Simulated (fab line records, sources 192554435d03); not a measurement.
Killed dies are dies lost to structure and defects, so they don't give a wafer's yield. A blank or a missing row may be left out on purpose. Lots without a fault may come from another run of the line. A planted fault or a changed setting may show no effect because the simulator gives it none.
Which tool did it? | flow n5_finfet | 24 lots, 72 wafers sampled, at 6 steps of a route of 1938

WHAT THE GAUGES READ, wafer by wafer
N5_BEOL_M11_INSPECT_13: inspects for defects (brightfield).
lot  | measured     | on                | raw_defect_count
L074 | day 10 01:41 | defect_inspect-01 | 334 326 339
L076 | day 10 08:11 | defect_inspect-01 | 329 596 379
L075 | day 10 13:08 | defect_inspect-01 | 389 280 341
L077 | day 10 16:29 | defect_inspect-01 | 346 427 396
L078 | day 11 07:06 | defect_inspect-01 | 551 623 650
L080 | day 11 21:04 | defect_inspect-02 | 433 439 457
L079 | day 11 21:13 | defect_inspect-02 | 563 320 489
L081 | day 12 05:58 | defect_inspect-02 | 420 464 457
L083 | day 12 14:35 | defect_inspect-02 | 385 441 296
L082 | day 12 14:48 | defect_inspect-02 | 364 262 373
L084 | day 12 15:02 | defect_inspect-02 | 495 358 413
L085 | day 13 11:32 | defect_inspect-02 | 370 256 305
L087 | day 13 15:27 | defect_inspect-02 | 381 276 266
L086 | day 13 19:28 | defect_inspect-02 | 245 342 333
L089 | day 13 19:46 | defect_inspect-02 | 413 455 253
L088 | day 14 18:52 | defect_inspect-02 | 527 312 515
L090 | day 14 21:45 | defect_inspect-01 | 454 293 336
L092 | day 15 01:34 | defect_inspect-02 | 314 277 259
L091 | day 15 01:47 | defect_inspect-01 | 374 383 382
L093 | day 15 21:30 | defect_inspect-02 | 384 359 396
L094 | day 16 02:46 | defect_inspect-02 | 418 527 403
L097 | day 16 03:23 | defect_inspect-02 | 300 355 302
L096 | day 16 08:44 | defect_inspect-02 | 405 579 416
L095 | day 16 09:08 | defect_inspect-01 | 378 555 535

N5_BEOL_M11_RS_MEAS_57: measures by four-point-probe.
lot  | measured     | on            | M11_RS (ohm/sq)
L074 | day 10 07:51 | film_metro-01 | 0.155 0.155 0.156
L076 | day 10 14:20 | film_metro-01 | 0.145 0.150 0.151
L075 | day 10 17:52 | film_metro-01 | 0.153 0.150 0.152
L077 | day 10 20:44 | film_metro-02 | 0.153 0.151 0.151
L078 | day 11 14:52 | film_metro-02 | 0.149 0.150 0.149
L080 | day 12 03:52 | film_metro-02 | 0.150 0.148 0.149
L079 | day 12 03:25 | film_metro-02 | 0.153 0.156 0.149
L081 | day 12 11:20 | film_metro-02 | 0.147 0.148 0.151
L083 | day 12 21:07 | film_metro-01 | 0.148 0.154 0.145
L082 | day 12 21:23 | film_metro-01 | 0.152 0.152 0.151
L084 | day 12 20:11 | film_metro-01 | 0.151 0.158 0.152
L085 | day 13 16:53 | film_metro-02 | 0.148 0.149 0.147
L087 | day 13 20:23 | film_metro-01 | 0.147 0.150 0.150
L086 | day 14 06:44 | film_metro-02 | 0.152 0.153 0.155
L089 | day 14 04:40 | film_metro-01 | 0.153 0.147 0.149
L088 | day 14 23:29 | film_metro-02 | 0.150 0.153 0.155
L090 | day 15 02:01 | film_metro-01 | 0.152 0.153 0.150
L092 | day 15 05:59 | film_metro-01 | 0.149 0.151 0.148
L091 | day 15 06:31 | film_metro-02 | 0.148 0.155 0.148
L093 | day 16 03:19 | film_metro-01 | 0.153 0.150 0.150
L094 | day 16 09:00 | film_metro-01 | 0.147 0.154 0.154
L097 | day 16 10:50 | film_metro-02 | 0.152 0.155 0.145
L096 | day 16 15:52 | film_metro-02 | 0.153 0.149 0.149
L095 | day 16 14:46 | film_metro-02 | 0.147 0.148 0.153

N5_BEOL_M11_INSPECT_58: inspects for defects (darkfield).
lot  | measured     | on                | raw_defect_count
L074 | day 10 07:53 | defect_inspect-02 | 45 73 67
L076 | day 10 14:22 | defect_inspect-02 | 128 93 79
L075 | day 10 17:53 | defect_inspect-02 | 83 110 91
L077 | day 10 20:45 | defect_inspect-02 | 63 88 36
L078 | day 11 14:54 | defect_inspect-02 | 85 72 99
L080 | day 12 03:54 | defect_inspect-02 | 129 112 69
L079 | day 12 03:27 | defect_inspect-02 | 72 42 44
L081 | day 12 11:22 | defect_inspect-02 | 59 63 59
L083 | day 12 21:09 | defect_inspect-01 | 39 92 67
L082 | day 12 21:24 | defect_inspect-01 | 101 72 98
L084 | day 12 20:12 | defect_inspect-01 | 60 84 90
L085 | day 13 16:55 | defect_inspect-01 | 76 49 40
L087 | day 13 20:24 | defect_inspect-01 | 86 56 67
L086 | day 14 06:46 | defect_inspect-02 | 37 35 31
L089 | day 14 04:42 | defect_inspect-02 | 82 87 62
L088 | day 14 23:31 | defect_inspect-02 | 60 46 53
L090 | day 15 02:03 | defect_inspect-02 | 45 88 44
L092 | day 15 06:00 | defect_inspect-02 | 133 73 57
L091 | day 15 06:32 | defect_inspect-02 | 73 59 96
L093 | day 16 03:20 | defect_inspect-01 | 38 58 46
L094 | day 16 09:02 | defect_inspect-02 | 92 73 59
L097 | day 16 10:52 | defect_inspect-02 | 47 67 58
L096 | day 16 15:53 | defect_inspect-02 | 172 124 63
L095 | day 16 14:48 | defect_inspect-01 | 106 117 77

WHICH TOOL RAN EACH LOT (tool, then ch and the chambers of the sampled wafers, then the start)
lot  | N5_BEOL_M11_DESCUM_16              | N5_BEOL_M11_ETCH_61                | N5_BEOL_M11_SPUTTER_48
L074 | rie_diel-06 ch 0,1,3, day 10 01:55 | rie_diel-06 ch 0,1,3, day 10 01:57 | pvd_sputter-01, day 10 06:55
L076 | rie_diel-06 ch 1,2,3, day 10 08:14 | rie_diel-06 ch 1,2,3, day 10 08:16 | pvd_sputter-01, day 10 13:24
L075 | rie_diel-06 ch 1,2,3, day 10 13:23 | rie_diel-06 ch 1,2,3, day 10 13:26 | pvd_sputter-02, day 10 16:29
L077 | rie_diel-01 ch 0,2, day 10 16:31   | rie_diel-01 ch 0,2, day 10 16:34   | pvd_sputter-02, day 10 19:47
L078 | rie_diel-01 ch 0,3, day 11 07:09   | rie_diel-01 ch 0,3, day 11 07:11   | pvd_sputter-02, day 11 13:42
L080 | rie_diel-06 ch 1,2,3, day 11 21:07 | rie_diel-06 ch 1,2,3, day 11 21:09 | pvd_sputter-01, day 12 02:40
L079 | rie_diel-02 ch 0,1,2, day 11 21:37 | rie_diel-02 ch 0,1,2, day 11 21:39 | pvd_sputter-01, day 12 02:28
L081 | rie_diel-01 ch 2,3, day 12 06:00   | rie_diel-01 ch 2,3, day 12 06:02   | pvd_sputter-02, day 12 10:23
L083 | rie_diel-02 ch 1,2,3, day 12 14:38 | rie_diel-02 ch 1,2,3, day 12 14:40 | pvd_sputter-01, day 12 19:25
L082 | rie_diel-01 ch 1,2,3, day 12 14:50 | rie_diel-01 ch 1,2,3, day 12 14:52 | pvd_sputter-03, day 12 19:43
L084 | rie_diel-06 ch 2,3, day 12 15:05   | rie_diel-06 ch 2,3, day 12 15:08   | pvd_sputter-03, day 12 19:14
L085 | rie_diel-06 ch 1,2,3, day 13 11:54 | rie_diel-06 ch 1,2,3, day 13 11:56 | pvd_sputter-02, day 13 15:53
L087 | rie_diel-02 ch 0,1,3, day 13 15:30 | rie_diel-02 ch 0,1,3, day 13 15:32 | pvd_sputter-01, day 13 19:24
L086 | rie_diel-01 ch 0,2,3, day 13 19:33 | rie_diel-01 ch 0,2,3, day 13 19:35 | pvd_sputter-03, day 14 04:19
L089 | rie_diel-06 ch 0,1,3, day 13 20:01 | rie_diel-06 ch 0,1,3, day 13 20:03 | pvd_sputter-02, day 14 03:27
L088 | rie_diel-02 ch 0,2, day 14 18:55   | rie_diel-02 ch 0,2, day 14 18:56   | pvd_sputter-01, day 14 22:32
L090 | rie_diel-06 ch 0,2,3, day 14 21:47 | rie_diel-06 ch 0,2,3, day 14 21:49 | pvd_sputter-01, day 15 00:54
L092 | rie_diel-01 ch 0,2,3, day 15 01:43 | rie_diel-01 ch 0,2,3, day 15 01:45 | pvd_sputter-02, day 15 04:59
L091 | rie_diel-06 ch 0,2,3, day 15 01:50 | rie_diel-06 ch 0,2,3, day 15 01:52 | pvd_sputter-02, day 15 05:34
L093 | rie_diel-02 ch 1,3, day 15 21:37   | rie_diel-02 ch 1,3, day 15 21:39   | pvd_sputter-01, day 16 02:19
L094 | rie_diel-02 ch 0,1,2, day 16 02:59 | rie_diel-02 ch 0,1,2, day 16 03:01 | pvd_sputter-01, day 16 08:04
L097 | rie_diel-06 ch 0,1,2, day 16 03:25 | rie_diel-06 ch 0,1,2, day 16 03:28 | pvd_sputter-02, day 16 09:37
L096 | rie_diel-01 ch 0,2, day 16 08:46   | rie_diel-01 ch 0,2, day 16 08:47   | pvd_sputter-02, day 16 14:55
L095 | rie_diel-06 ch 0,1,3, day 16 09:11 | rie_diel-06 ch 0,1,3, day 16 09:13 | pvd_sputter-03, day 16 13:40
- N5_BEOL_M11_DESCUM_16: chemistry O2, time 7.9 s.
- N5_BEOL_M11_ETCH_61: etches SiARC in CF4, target depth 39 nm, time 65 s.
- N5_BEOL_M11_SPUTTER_48: material Cu, target thk 12 nm, time 2 s.

WHAT THE TOOLS THEMSELVES READ (means of the sampled wafers that have a number; where no wafer has one, the mark that the record gives instead)
N5_BEOL_M11_DESCUM_16.
lot  | tool        | drypump_motor_current_A (A) | o2_flow_sccm (sccm) | oes_product_au (a.u.) | rf_vpp_V (V) | showerhead_plenum_p_Torr (Torr) | throttle_valve_pct (%)
L074 | rie_diel-06 | 5.67                        | 225.2               | 0.74                  | 243.8        | 2.11                            | 20.44
L076 | rie_diel-06 | 5.52                        | 225.3               | 0.74                  | 243.8        | 2.15                            | 20.34
L075 | rie_diel-06 | 5.53                        | 224.9               | 0.74                  | 244.3        | 2.15                            | 20.33
L077 | rie_diel-01 | 5.63                        | 225.4               | 0.69                  | 243.6        | 2.10                            | 20.81
L078 | rie_diel-01 | 5.27                        | 225.1               | 0.80                  | 242.4        | 2.08                            | 20.68
L080 | rie_diel-06 | 5.56                        | 225.3               | 0.74                  | 243.7        | 2.15                            | 20.35
L079 | rie_diel-02 | 5.53                        | 224.9               | 0.86                  | 243.4        | 2.10                            | 20.25
L081 | rie_diel-01 | 5.36                        | 225.1               | 0.87                  | 243.8        | 2.13                            | 20.66
L083 | rie_diel-02 | 5.60                        | 225.4               | 0.78                  | 243.3        | 2.04                            | 20.35
L082 | rie_diel-01 | 5.44                        | 225.2               | 0.91                  | 243.1        | 2.14                            | 20.43
L084 | rie_diel-06 | 5.56                        | 224.9               | 0.75                  | 244.3        | 2.18                            | 20.25
L085 | rie_diel-06 | 5.55                        | 225.8               | 0.73                  | 243.9        | 2.14                            | 20.36
L087 | rie_diel-02 | 5.36                        | 225.2               | 0.81                  | 243.1        | 2.05                            | 20.43
L086 | rie_diel-01 | 5.45                        | 225.0               | 0.83                  | 243.6        | 2.09                            | 20.63
L089 | rie_diel-06 | 5.66                        | 224.5               | 0.81                  | 244.2        | 2.10                            | 20.34
L088 | rie_diel-02 | 5.35                        | 225.6               | 0.85                  | 242.9        | 2.14                            | 20.19
L090 | rie_diel-06 | 5.69                        | 225.2               | 0.80                  | 243.5        | 2.14                            | 20.25
L092 | rie_diel-01 | 5.45                        | 225.2               | 0.81                  | 242.8        | 2.08                            | 20.65
L091 | rie_diel-06 | 5.70                        | 224.4               | 0.80                  | 243.7        | 2.13                            | 20.26
L093 | rie_diel-02 | 5.44                        | 225.0               | 0.73                  | 241.6        | 2.00                            | 20.54
L094 | rie_diel-02 | 5.54                        | 224.9               | 0.80                  | 242.9        | 2.08                            | 20.29
L097 | rie_diel-06 | 5.51                        | 225.6               | 0.86                  | 243.9        | 2.08                            | 20.28
L096 | rie_diel-01 | 5.62                        | 224.4               | 0.84                  | 242.6        | 2.08                            | 20.60
L095 | rie_diel-06 | 5.66                        | 224.7               | 0.90                  | 243.2        | 2.10                            | 20.23

N5_BEOL_M11_ETCH_61.
lot  | tool        | drypump_motor_current_A (A) | etch_rf_on_time_s (s) | mfc_ar_sccm (sccm) | oes_product_au (a.u.) | rf_vpp_V (V) | showerhead_plenum_p_Torr (Torr) | throttle_valve_pct (%)
L074 | rie_diel-06 | 5.64                        | 65.4                  | 100.05             | 0.63                  | 184.0        | 2.17                            | 15.67
L076 | rie_diel-06 | 5.54                        | 64.6                  | 100.02             | 0.64                  | 183.4        | 2.19                            | 15.51
L075 | rie_diel-06 | 5.53                        | 64.4                  | 99.93              | 0.64                  | 183.9        | 2.19                            | 15.52
L077 | rie_diel-01 | 5.64                        | 66.0                  | 99.97              | 0.59                  | 184.5        | 2.15                            | 16.02
L078 | rie_diel-01 | 5.25                        | 66.6                  | 99.77              | 0.68                  | 183.3        | 2.12                            | 15.77
L080 | rie_diel-06 | 5.54                        | 64.6                  | 99.91              | 0.64                  | 184.6        | 2.19                            | 15.53
L079 | rie_diel-02 | 5.54                        | 64.6                  | 99.82              | 0.74                  | 184.6        | 2.13                            | 15.32
L081 | rie_diel-01 | 5.35                        | 66.8                  | 99.82              | 0.73                  | 184.0        | 2.17                            | 15.77
L083 | rie_diel-02 | 5.61                        | 64.9                  | 99.84              | 0.67                  | 183.5        | 2.09                            | 15.49
L082 | rie_diel-01 | 5.47                        | 65.0                  | 100.20             | 0.76                  | 185.0        | 2.18                            | 15.55
L084 | rie_diel-06 | 5.57                        | 64.2                  | 100.30             | 0.64                  | 185.7        | 2.22                            | 15.45
L085 | rie_diel-06 | 5.53                        | 64.7                  | 100.16             | 0.62                  | 184.4        | 2.19                            | 15.56
L087 | rie_diel-02 | 5.34                        | 64.6                  | 100.11             | 0.69                  | 183.5        | 2.09                            | 15.51
L086 | rie_diel-01 | 5.45                        | 65.9                  | 100.06             | 0.70                  | 184.2        | 2.13                            | 15.75
L089 | rie_diel-06 | 5.66                        | 64.7                  | 100.02             | 0.70                  | 184.3        | 2.16                            | 15.54
L088 | rie_diel-02 | 5.36                        | 64.1                  | 100.21             | 0.73                  | 184.2        | 2.16                            | 15.25
L090 | rie_diel-06 | 5.68                        | 65.6                  | 99.78              | 0.69                  | 184.4        | 2.19                            | 15.46
L092 | rie_diel-01 | 5.42                        | 65.9                  | 99.89              | 0.69                  | 184.7        | 2.13                            | 15.77
L091 | rie_diel-06 | 5.70                        | 64.1                  | 99.98              | 0.69                  | 184.5        | 2.19                            | 15.47
L093 | rie_diel-02 | 5.44                        | 65.1                  | 100.03             | 0.64                  | 182.7        | 2.04                            | 15.69
L094 | rie_diel-02 | 5.54                        | 64.3                  | 99.96              | 0.69                  | 184.2        | 2.12                            | 15.39
L097 | rie_diel-06 | 5.52                        | 64.2                  | 100.15             | 0.74                  | 184.5        | 2.14                            | 15.48
L096 | rie_diel-01 | 5.62                        | 64.9                  | 99.67              | 0.72                  | 183.7        | 2.14                            | 15.75
L095 | rie_diel-06 | 5.66                        | 64.2                  | 100.10             | 0.77                  | 184.5        | 2.15                            | 15.41

N5_BEOL_M11_SPUTTER_48.
lot  | tool           | throttle_valve_pct (%)
L074 | pvd_sputter-01 | 30.4
L076 | pvd_sputter-01 | 30.1
L075 | pvd_sputter-02 | 29.0
L077 | pvd_sputter-02 | 28.9
L078 | pvd_sputter-02 | 28.5
L080 | pvd_sputter-01 | 30.4
L079 | pvd_sputter-01 | 30.1
L081 | pvd_sputter-02 | 28.2
L083 | pvd_sputter-01 | 30.2
L082 | pvd_sputter-03 | 31.3
L084 | pvd_sputter-03 | 30.1
L085 | pvd_sputter-02 | 29.0
L087 | pvd_sputter-01 | 29.7
L086 | pvd_sputter-03 | 30.2
L089 | pvd_sputter-02 | 29.1
L088 | pvd_sputter-01 | 30.4
L090 | pvd_sputter-01 | 30.6
L092 | pvd_sputter-02 | 29.0
L091 | pvd_sputter-02 | 28.7
L093 | pvd_sputter-01 | 30.0
L094 | pvd_sputter-01 | 30.3
L097 | pvd_sputter-02 | 29.1
L096 | pvd_sputter-02 | 29.5
L095 | pvd_sputter-03 | 30.4

THE ANSWER, worked out from the rows above alone
Rule: what is usual is taken from the lots themselves. Put in order of their means at a reading, lots are off if they are a third of the lots or fewer, leave a main group of 4 or more, and stand apart from it by a gap of 3 or more times the standard deviation of the main group's means; of several such gaps the widest counts. A main group whose means are all the same, to the digits that the tables above print for the reading, isn't used. A lot without any number at a reading at which 4 lots or more have one is off too. The other lots that the step has rows for count as sound. The gauges are gone through in route order, then the tools' own readings, and for those a lot's mean is taken as printed above. The first step at which some lot is off is used, and at that step the reading that is off furthest; a lot without a number counts as furthest.
No lot is off at any reading shown: from this, nothing can be told.

WHAT THE SIMULATOR HAD PUT IN
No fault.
